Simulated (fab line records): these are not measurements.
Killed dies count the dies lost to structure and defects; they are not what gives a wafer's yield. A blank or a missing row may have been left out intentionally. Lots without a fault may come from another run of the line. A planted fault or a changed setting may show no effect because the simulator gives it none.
fab line records	flow nand_harc	part 1 of 2: steps 1 to 16 of 23
record lots=5	wafers=15	last_day=33
route steps=1302 shown A_CONTACT@993
lots untouched by any fault: they come from a run of this same line in which no faults occurred
start_h: hours from the record's opening day to when the first of the lot's shown wafers began	wait_h: time in hours since the lot's previous step	" same as the row above	L1.1+2: a single row standing in for several wafers	- no value, or no start given	* or withheld: withheld	< > ~ a bound
route shown NAME@n: a module of which the file shows steps, and the number in the route of the first	usual: average and standard deviation across the fault-free wafers	same: alike in all rows	chamber/n: place in a boat	sites: the reading at each site	_std_site: the standard deviation of these	_edge_site: inner sites' mean taken away from outer sites' mean	radius_mm: for every site, how far away it sits from the centre of the wafer	mask NAME#n: copy n	behind: the most recent tool/chamber to have shaped the wafer	hold: cause of the lot's hold/its duration in hours/its outcome	device: which transistor (n, p or np) failed to switch	end of line: tests run on the same wafers once the route is complete	a step given without rows: its recipe and nothing more	killed: dies lost to structure and defects at the first sort, not the wafer's yield	map: a wafer's dies, marking killed ones x, the rest . and places with no die _
set.NAME: the setting that was run; set.NAME@STEP: the one run at that earlier step	model.NAME: the simulator's own value behind a step, which no gauge read
a table for each step, a row for each wafer; lots at some steps of the route
services: from which hour (start_h, from the record's first day; less than 0 if before it) a tool's chamber was out of use, for how many hours, and why
## steps
# step NHARC_A_CONTACT_EBR_38
lot.wafer	tool	chamber	start_h	wait_h
L074.1+4+6	litho_track-04	0	-	-
L075.1+3+6	litho_track-06	0	-	-
L087.1+3+6	litho_track-04	0	-	-
L093.3+4+5	litho_track-04	0	-	-
L097.1+2+5	litho_track-06	0	-	-
# step NHARC_A_CONTACT_EXPOSE_39
# recipe na=1.35	sigma_outer=0.8	dose_mj=58.79	mask_id=A_CC_3
# usual focus_offset_nm=0.0/0.56
lot.wafer	tool	chamber	start_h	wait_h	mask	focus_offset_nm
L074.1	arfi_scanner-02	0	497.81	-	A_CC_3#0	0.0
L074.4	"	0	"	"	A_CC_3#0	-0.1
L074.6	"	0	"	"	A_CC_3#0	0.2
L075.1	arfi_scanner-02	0	517.88	-	A_CC_3#0	0.9
L075.3	"	0	"	"	A_CC_3#0	-0.5
L075.6	"	0	"	"	A_CC_3#0	-0.5
L087.1	arfi_scanner-01	0	610.10	-	A_CC_3#0	-0.9
L087.3	"	0	"	"	A_CC_3#0	-0.2
L087.6	"	0	"	"	A_CC_3#0	0.2
L093.3	arfi_scanner-01	0	689.98	-	A_CC_3#0	-0.4
L093.4	"	0	"	"	A_CC_3#0	-0.6
L093.5	"	0	"	"	A_CC_3#0	-0.2
L097.1	arfi_scanner-03	0	719.52	-	A_CC_3#0	-0.3
L097.2	"	0	"	"	A_CC_3#0	1.0
L097.5	"	0	"	"	A_CC_3#0	0.0
# step NHARC_A_CONTACT_PEB_40
# recipe peb_temp_c=100	peb_time_s=65
lot.wafer	tool	chamber	start_h	wait_h
L074.1+4+6	litho_track-01	0	497.87	0.1
L075.1+3+6	litho_track-04	0	517.95	0.1
L087.1+3+6	litho_track-06	0	610.16	0.1
L093.3+4+5	litho_track-04	0	690.04	0.0
L097.1+2+5	litho_track-04	0	719.58	0.1
# step NHARC_A_CONTACT_DEVELOP_41
# recipe develop_time_s=35	dev_temp_c=23
lot.wafer	tool	chamber	start_h	wait_h
L074.1+4+6	litho_track-01	0	-	-
L075.1+3+6	litho_track-04	0	-	-
L087.1+3+6	litho_track-06	0	-	-
L093.3+4+5	litho_track-04	0	-	-
L097.1+2+5	litho_track-04	0	-	-
# step NHARC_A_CONTACT_CD_MEAS_42
# recipe target_cd_nm=300	landing_energy_ev=500
# usual cd_nm=299.6/0.73
lot.wafer	tool	chamber	start_h	wait_h	cd_nm
L074.1	cd_sem-01	0	497.95	-	299.7
L074.4	"	0	"	"	299.9
L074.6	"	0	"	"	298.7
L075.1	cd_sem-03	0	518.03	-	299.8
L075.3	"	0	"	"	299.6
L075.6	"	0	"	"	298.7
L087.1	cd_sem-01	0	610.24	-	300.1
L087.3	"	0	"	"	301.4
L087.6	"	0	"	"	300.5
L093.3	cd_sem-01	0	690.12	-	298.9
L093.4	"	0	"	"	298.2
L093.5	"	0	"	"	298.3
L097.1	cd_sem-03	0	719.66	-	299.7
L097.2	"	0	"	"	299.3
L097.5	"	0	"	"	299.9
# step NHARC_A_CONTACT_OVL_MEAS_43
# usual overlay_x_nm=0.1/0.68	overlay_y_nm=0.0/1.1
lot.wafer	tool	chamber	start_h	wait_h	overlay_x_nm	overlay_y_nm
L074.1	overlay-02	-	498.04	-	0.0	0.7
L074.4	"	-	"	"	-0.6	-0.5
L074.6	"	-	"	"	0.0	0.0
L075.1	overlay-01	-	518.11	-	0.7	-0.6
L075.3	"	-	"	"	0.6	-0.3
L075.6	"	-	"	"	1.1	-0.9
L087.1	overlay-02	-	610.34	-	0.3	-0.3
L087.3	"	-	"	"	-0.5	0.0
L087.6	"	-	"	"	0.0	-0.3
L093.3	overlay-01	-	690.20	-	0.3	0.2
L093.4	"	-	"	"	0.7	0.6
L093.5	"	-	"	"	0.0	0.6
L097.1	overlay-01	-	719.74	-	0.8	0.1
L097.2	"	-	"	"	0.0	0.4
L097.5	"	-	"	"	0.4	0.9
# step NHARC_A_CONTACT_INSPECT_44
# usual raw_defect_count=79/36
lot.wafer	tool	chamber	start_h	wait_h	raw_defect_count
L074.1	defect_inspect-01	-	498.08	0.0	84
L074.4	"	-	"	"	74
L074.6	"	-	"	"	94
L075.1	defect_inspect-01	-	518.15	0.0	71
L075.3	"	-	"	"	55
L075.6	"	-	"	"	73
L087.1	defect_inspect-01	-	610.38	0.0	16
L087.3	"	-	"	"	16
L087.6	"	-	"	"	13
L093.3	defect_inspect-02	-	690.24	0.0	113
L093.4	"	-	"	"	107
L093.5	"	-	"	"	106
L097.1	defect_inspect-02	-	719.78	0.0	106
L097.2	"	-	"	"	135
L097.5	"	-	"	"	112
# step NHARC_A_CONTACT_DESCUM_47
# recipe time_s=3	o2_flow_sccm=200	ar_flow_sccm=0	bias_power_w=0	chemistry=O2
# usual chamber_pressure_mTorr=60.00/0.05	drypump_motor_current_A=5.7/0.45	mfc_ar_sccm=0.008/0.011	oes_product_au=1.002/0.013	rf_vpp_V=58.0/0.97	showerhead_plenum_p_Torr=1.95/0.059	throttle_valve_pct=11.309/0.0093
# same bias_power_w=0
lot.wafer	tool	chamber	start_h	wait_h	chamber_pressure_mTorr	drypump_motor_current_A	mfc_ar_sccm	oes_product_au	rf_hours_counter_h	rf_vpp_V	showerhead_plenum_p_Torr	throttle_valve_pct
L074.4	rie_diel-05	2	498.16	0.1	60.03	5.7	0.027	1.038	25	58.9	2.05	11.316
L074.1	"	3	"	"	60.07	5.6	0.015	0.993	30	58.1	1.89	11.304
L074.6	"	0	"	"	59.98	5.6	0.006	1.008	-	56.0	1.84	11.310
L075.1	rie_diel-05	1	518.22	0.1	60.02	6.3	0.023	0.996	37	58.7	2.02	11.299
L075.3	"	3	"	"	59.90	5.5	0.015	0.998	37	56.6	1.88	11.304
L075.6	"	0	"	"	59.98	5.7	0.006	1.006	-	57.6	1.84	11.320
L087.1	rie_diel-01	3	610.46	0.1	60.02	5.5	0	1.008	7	56.2	1.92	11.326
L087.3	"	0	"	"	59.98	5.4	0	1.001	6	59.1	1.94	11.304
L087.6	"	2	"	"	60.03	6.4	0.023	0.986	-	57.8	2.02	11.313
L093.3	rie_diel-12	1	690.32	0.1	59.94	6.3	0	1.008	19	58.2	1.88	11.318
L093.4	"	2	"	"	60.08	5.4	0	1.020	15	58.4	1.94	11.306
L093.5	"	0	"	"	59.93	6.0	0	1.002	-	57.4	1.89	11.306
L097.2	rie_diel-01	3	719.84	0.1	60.03	5.5	0	1.020	28	57.6	1.91	11.312
L097.1	"	0	"	"	60.04	5.4	0	0.999	28	57.5	1.93	11.300
L097.5	"	3	"	"	59.98	5.5	0	1.013	-	55.8	1.91	11.304
# step NHARC_A_CONTACT_ETCH_48
# recipe target_depth_a=390	over_etch_frac=0.3	time_s=65	ion_energy_ev=80	cf4_flow_sccm=150	ar_flow_sccm=0	rf_w=300	bias_w=100	chemistry=CF4
# usual chamber_pressure_mTorr=49.99/0.049	drypump_motor_current_A=5.6/0.44	mfc_ar_sccm=0.008/0.011	oes_product_au=1.003/0.012	rf_fwd_power_W=297.6/1.2	rf_vpp_V=151.7/0.92	showerhead_plenum_p_Torr=1.80/0.05	throttle_valve_pct=13.285/0.0091
lot.wafer	tool	chamber	start_h	wait_h	chamber_pressure_mTorr	drypump_motor_current_A	mfc_ar_sccm	oes_product_au	rf_fwd_power_W	rf_hours_counter_h	rf_vpp_V	showerhead_plenum_p_Torr	throttle_valve_pct
L074.1	rie_diel-05	3	498.22	0.1	49.99	5.5	0.015	0.994	298.2	30	149.9	1.75	13.279
L074.4	"	0	"	"	50.04	5.6	0.006	1.013	297.1	31	152.1	1.71	13.270
L074.6	"	0	"	"	49.94	5.6	0.006	1.013	297.9	-	150.3	1.71	13.277
L075.3	rie_diel-05	2	518.30	0.1	49.90	5.7	0.027	1.031	298.9	29	153.8	1.88	13.286
L075.1	"	3	"	"	50.02	5.5	0.015	1.006	298.3	37	151.5	1.74	13.300
L075.6	"	1	"	"	49.97	6.3	0.023	0.994	296.1	-	151.4	1.86	13.299
L087.1	rie_diel-01	1	610.53	0.1	49.98	5.1	0	1.001	297.7	7	152.0	1.84	13.290
L087.3	"	3	"	"	50.02	5.5	0	1.016	298.7	7	151.4	1.78	13.273
L087.6	"	1	"	"	49.99	5.1	0	0.988	298.0	-	152.8	1.84	13.275
L093.3	rie_diel-12	1	690.40	0.1	50.00	6.3	0	1.003	295.9	19	151.0	1.74	13.290
L093.4	"	2	"	"	49.94	5.4	0	1.011	298.7	15	151.1	1.79	13.278
L093.5	"	3	"	"	50.02	5.2	0	0.989	295.1	-	153.3	1.77	13.293
L097.2	rie_diel-01	3	719.93	0.1	50.00	5.5	0	1.016	297.4	28	151.2	1.77	13.286
L097.1	"	1	"	"	49.93	5.1	0	1.005	298.8	30	151.9	1.83	13.267
L097.5	"	3	"	"	50.08	5.5	0	1.019	297.3	-	152.1	1.77	13.285
# step NHARC_A_CONTACT_ETCH_49
# recipe target_depth_a=2600	over_etch_frac=0.3	time_s=475.3	ion_energy_ev=200	n2_flow_sccm=150	h2_flow_sccm=150	ar_flow_sccm=0	rf_w=400	bias_w=150	chemistry=N2/H2
# usual chamber_pressure_mTorr=30.002/0.025	drypump_motor_current_A=5.6/0.45	mfc_ar_sccm=0.008/0.011	oes_product_au=1.003/0.012	rf_fwd_power_W=399.4/1.1	rf_vpp_V=431.8/1.8	showerhead_plenum_p_Torr=2.08/0.064	throttle_valve_pct=14.171/0.01
lot.wafer	tool	chamber	start_h	wait_h	chamber_pressure_mTorr	drypump_motor_current_A	mfc_ar_sccm	oes_product_au	rf_fwd_power_W	rf_hours_counter_h	rf_vpp_V	showerhead_plenum_p_Torr	throttle_valve_pct
L074.4	rie_diel-05	2	-	-	30.028	5.7	0.027	1.017	399.8	26	434.5	2.19	14.162
L074.1	"	0	"	"	30.012	5.7	0.006	1.010	398.9	31	427.5	1.96	14.166
L074.6	"	1	"	"	29.971	6.4	0.023	0.994	398.8	-	432.2	2.16	14.156
L075.1	rie_diel-05	3	-	-	29.992	5.5	0.015	1.010	398.8	37	428.8	2.01	14.160
L075.3	"	0	"	"	30.003	5.6	0.006	1.003	399.2	39	429.2	1.96	14.156
L075.6	"	0	"	"	30.032	5.7	0.006	1.001	400.0	-	429.0	1.96	14.157
L087.1	rie_diel-01	3	-	-	29.979	5.5	0	1.001	401.1	7	429.6	2.05	14.160
L087.3	"	2	"	"	29.998	6.4	0.023	0.995	399.6	8	433.7	2.15	14.168
L087.6	"	0	"	"	29.977	5.4	0	0.996	397.4	-	431.4	2.07	14.174
L093.4	rie_diel-12	1	-	-	30.004	6.2	0	1.004	398.8	19	429.8	2.00	14.163
L093.3	"	3	"	"	30.012	5.2	0	0.986	398.5	13	431.5	2.04	14.168
L093.5	"	2	"	"	30.030	5.4	0	1.016	400.6	-	430.7	2.07	14.179
L097.2	rie_diel-01	2	-	-	30.015	6.4	0.023	1.000	399.1	27	432.9	2.14	14.177
L097.1	"	1	"	"	29.982	5.1	0	1.003	399.2	30	432.0	2.12	14.171
L097.5	"	3	"	"	29.972	5.5	0	1.022	399.0	-	431.1	2.04	14.174
# step NHARC_A_CONTACT_ETCH_50
# recipe target_depth_a=1210	time_s=60.5	cf4_flow_sccm=100	chf3_flow_sccm=30	ar_flow_sccm=0	rf_w=500	bias_w=200	chemistry=CF4/CHF3
# usual chamber_pressure_mTorr=25.000/0.02	drypump_motor_current_A=5.6/0.43	mfc_ar_sccm=0.008/0.01	oes_product_au=0.957/0.019	rf_fwd_power_W=495.8/2.1	rf_vpp_V=371.5/1.7	showerhead_plenum_p_Torr=1.60/0.045	throttle_valve_pct=16.803/0.0087
lot.wafer	tool	chamber	start_h	wait_h	chamber_pressure_mTorr	drypump_motor_current_A	mfc_ar_sccm	oes_product_au	rf_fwd_power_W	rf_hours_counter_h	rf_vpp_V	showerhead_plenum_p_Torr	throttle_valve_pct
L074.1	rie_diel-05	3	-	-	24.957	5.5	0.015	0.922	498.0	31	369.7	1.55	16.809
L074.4	"	2	"	"	24.980	5.7	0.027	0.949	495.5	26	375.2	1.68	16.802
L074.6	"	0	"	"	25.011	5.6	0.006	0.923	497.5	-	368.4	1.52	16.801
L075.1	rie_diel-05	1	-	-	25.011	6.3	0.023	0.924	491.9	37	373.0	1.66	16.801
L075.3	"	2	"	"	24.972	5.7	0.027	0.944	494.8	29	373.4	1.68	16.801
L075.6	"	3	"	"	25.011	5.5	0.015	0.927	495.4	-	369.3	1.55	16.814
L087.3	rie_diel-01	0	-	-	25.009	5.3	0	0.976	496.3	7	371.3	1.59	16.800
L087.1	"	2	"	"	24.971	6.4	0.023	0.946	499.8	8	372.0	1.65	16.796
L087.6	"	1	"	"	25.004	5.1	0	0.953	497.6	-	372.3	1.64	16.805
L093.3	rie_diel-12	0	-	-	25.026	5.9	0	0.953	495.5	17	370.5	1.56	16.814
L093.4	"	2	"	"	24.980	5.4	0	0.990	497.0	15	371.3	1.60	16.809
L093.5	"	3	"	"	25.001	5.1	0	0.952	489.6	-	371.7	1.58	16.794
L097.1	rie_diel-01	3	-	-	25.006	5.4	0	0.985	497.5	28	370.2	1.57	16.792
L097.2	"	1	"	"	25.014	5.1	0	0.981	498.2	30	372.5	1.63	16.804
L097.5	"	0	"	"	24.990	5.3	0	0.960	493.3	-	369.8	1.59	16.811
# step NHARC_A_CONTACT_ETCH_51
# recipe target_depth_a=70000	over_etch_frac=0.3	time_s=1820	ion_energy_ev=150	o2_flow_sccm=400	cos_flow_sccm=20	ar_flow_sccm=0	rf_w=500	bias_w=300	chemistry=O2/COS
# usual chamber_pressure_mTorr=19.999/0.016	drypump_motor_current_A=5.7/0.48	mfc_ar_sccm=0.009/0.011	oes_product_au=1.002/0.013	rf_fwd_power_W=499.7/1.2	rf_vpp_V=315.2/1.5	showerhead_plenum_p_Torr=3.19/0.09	throttle_valve_pct=28.330/0.0089
lot.wafer	tool	chamber	start_h	wait_h	chamber_pressure_mTorr	drypump_motor_current_A	mfc_ar_sccm	oes_product_au	rf_fwd_power_W	rf_hours_counter_h	rf_vpp_V	showerhead_plenum_p_Torr	throttle_valve_pct
L074.1	rie_diel-05	2	-	-	20.000	5.7	0.027	1.029	499.1	26	317.6	3.33	28.323
L074.4	"	0	"	"	20.000	5.6	0.006	1.017	501.2	32	313.5	3.01	28.313
L074.6	"	1	"	"	20.012	6.3	0.023	0.991	500.3	-	317.6	3.30	28.337
L075.3	rie_diel-05	2	-	-	19.994	5.7	0.027	1.023	499.5	29	317.0	3.33	28.327
L075.1	"	3	"	"	19.996	5.5	0.015	0.998	502.2	38	312.4	3.08	28.319
L075.6	"	1	"	"	20.027	6.3	0.023	0.990	500.1	-	315.9	3.29	28.337
L087.1	rie_diel-01	2	-	-	20.010	6.4	0.023	0.992	498.5	8	316.4	3.28	28.317
L087.3	"	0	"	"	19.987	5.4	0	1.003	499.3	7	314.7	3.16	28.337
L087.6	"	1	"	"	19.998	5.1	0	1.013	498.5	-	315.4	3.25	28.340
L093.3	rie_diel-12	1	-	-	19.998	6.3	0	1.012	498.6	19	314.1	3.07	28.352
L093.4	"	2	"	"	20.004	5.3	0	1.015	498.7	15	315.3	3.17	28.325
L093.5	"	0	"	"	19.979	6.0	0	0.995	501.2	-	314.4	3.09	28.324
L097.1	rie_diel-01	2	-	-	20.012	6.4	0.023	0.992	499.3	28	315.4	3.27	28.325
L097.2	"	0	"	"	19.998	5.4	0	1.001	500.0	29	314.7	3.15	28.335
L097.5	"	2	"	"	19.987	6.4	0.023	1.001	501.5	-	316.5	3.27	28.320
# step NHARC_A_CONTACT_ETCH_111
# recipe source_w=withheld	pressure_mtorr=20	bias_v=withheld	time_s=140	target_depth_a=7000	ar_flow_sccm=withheld	c4f8_flow_sccm=withheld	o2_flow_sccm=withheld	chemistry=C4F8/O2/Ar
# usual chamber_pressure_mTorr=20.001/0.017	oes_air_line_au=1.003/0.019
lot.wafer	tool	chamber	start_h	wait_h	chamber_pressure_mTorr	oes_air_line_au	rf_hours_counter_h
L074.1	har_cap_etch-03	0	499.95	-	20.012	0.987	41
L074.4	"	1	"	"	20.024	1.031	-
L074.6	"	0	"	"	19.994	1.011	-
L075.1	har_cap_etch-02	0	520.08	-	20.024	0.987	86
L075.3	"	0	"	"	20.015	0.996	-
L075.6	"	0	"	"	19.999	0.993	-
L087.1	har_cap_etch-03	1	612.35	-	20.013	0.989	60
L087.3	"	1	"	"	19.989	0.988	-
L087.6	"	0	"	"	19.987	0.973	-
L093.4	har_cap_etch-02	0	692.18	-	20.022	0.999	-
L093.3	"	1	"	"	20.000	0.999	-
L093.5	"	0	"	"	19.998	0.962	-
L097.2	har_cap_etch-01	1	721.64	-	20.023	1.003	41
L097.1	"	0	"	"	20.005	1.021	41
L097.5	"	1	"	"	20.017	0.986	-
# step NHARC_A_CONTACT_ETCH_112
# recipe source_w=withheld	pressure_mtorr=20	bias_v=3000	time_s=190	target_depth_a=18500	ar_flow_sccm=withheld	c4f8_flow_sccm=withheld	o2_flow_sccm=withheld	chemistry=C4F8/O2/Ar
# usual chamber_pressure_mTorr=19.999/0.017	oes_air_line_au=1.001/0.02
lot.wafer	tool	chamber	start_h	wait_h	chamber_pressure_mTorr	oes_air_line_au	rf_hours_counter_h
L074.1	har_cap_etch-03	0	500.15	0.2	20.026	0.999	41
L074.4	"	1	"	"	20.049	0.971	-
L074.6	"	0	"	"	19.991	1.002	-
L075.1	har_cap_etch-02	0	520.27	0.2	19.977	1.039	86
L075.3	"	0	"	"	19.992	1.029	-
L075.6	"	0	"	"	19.989	1.010	-
L087.1	har_cap_etch-03	1	612.61	0.2	19.985	0.996	60
L087.3	"	1	"	"	19.984	1.060	-
L087.6	"	0	"	"	19.988	1.003	-
L093.4	har_cap_etch-02	0	692.37	0.2	20.020	0.993	-
L093.3	"	1	"	"	19.978	1.015	-
L093.5	"	0	"	"	19.975	0.997	-
L097.2	har_cap_etch-01	1	721.84	0.2	19.990	0.990	41
L097.1	"	0	"	"	20.014	1.011	41
L097.5	"	1	"	"	19.982	1.015	-
# step NHARC_A_CONTACT_ETCH_113
# recipe source_w=withheld	pressure_mtorr=20	bias_v=3000	time_s=190	target_depth_a=18500	ar_flow_sccm=withheld	c4f8_flow_sccm=withheld	o2_flow_sccm=withheld	chemistry=C4F8/O2/Ar
# usual chamber_pressure_mTorr=20.001/0.016	oes_air_line_au=0.998/0.019
lot.wafer	tool	chamber	start_h	wait_h	chamber_pressure_mTorr	oes_air_line_au	rf_hours_counter_h
L074.1	har_cap_etch-03	0	500.32	0.1	20.000	0.995	41
L074.4	"	1	"	"	19.996	1.018	-
L074.6	"	0	"	"	20.029	1.006	-
L075.1	har_cap_etch-02	0	520.44	0.1	19.996	0.976	86
L075.3	"	0	"	"	20.047	0.977	-
L075.6	"	0	"	"	20.001	0.993	-
L087.1	har_cap_etch-03	1	612.83	0.2	19.979	0.987	60
L087.3	"	1	"	"	19.981	0.980	-
L087.6	"	0	"	"	19.995	0.987	-
L093.4	har_cap_etch-02	0	692.54	0.1	19.989	0.990	-
L093.3	"	1	"	"	20.013	1.001	-
L093.5	"	0	"	"	19.996	0.972	-
L097.2	har_cap_etch-01	1	722.01	0.1	20.005	1.019	41
L097.1	"	0	"	"	20.027	0.996	41
L097.5	"	1	"	"	19.998	1.028	-
# step NHARC_A_CONTACT_ETCH_114
# recipe source_w=withheld	pressure_mtorr=20	bias_v=3000	time_s=190	target_depth_a=18500	ar_flow_sccm=withheld	c4f8_flow_sccm=withheld	o2_flow_sccm=withheld	chemistry=C4F8/O2/Ar
# usual chamber_pressure_mTorr=20.001/0.019	oes_air_line_au=1.000/0.022
lot.wafer	tool	chamber	start_h	wait_h	chamber_pressure_mTorr	oes_air_line_au	rf_hours_counter_h
L074.1	har_cap_etch-03	0	500.49	0.1	19.997	1.033	41
L074.4	"	1	"	"	19.996	1.010	-
L074.6	"	0	"	"	20.013	1.026	-
L075.1	har_cap_etch-02	0	520.61	0.1	20.010	1.029	86
L075.3	"	0	"	"	19.972	1.019	-
L075.6	"	0	"	"	20.041	1.031	-
L087.1	har_cap_etch-03	1	613.06	0.2	19.981	1.049	60
L087.3	"	1	"	"	20.009	1.005	-
L087.6	"	0	"	"	20.021	1.024	-
L093.4	har_cap_etch-02	0	692.71	0.1	19.992	0.990	-
L093.3	"	1	"	"	19.991	1.034	-
L093.5	"	0	"	"	20.001	0.998	-
L097.2	har_cap_etch-01	1	722.18	0.1	19.947	0.981	41
L097.1	"	0	"	"	20.021	1.024	41
L097.5	"	1	"	"	20.039	0.971	-
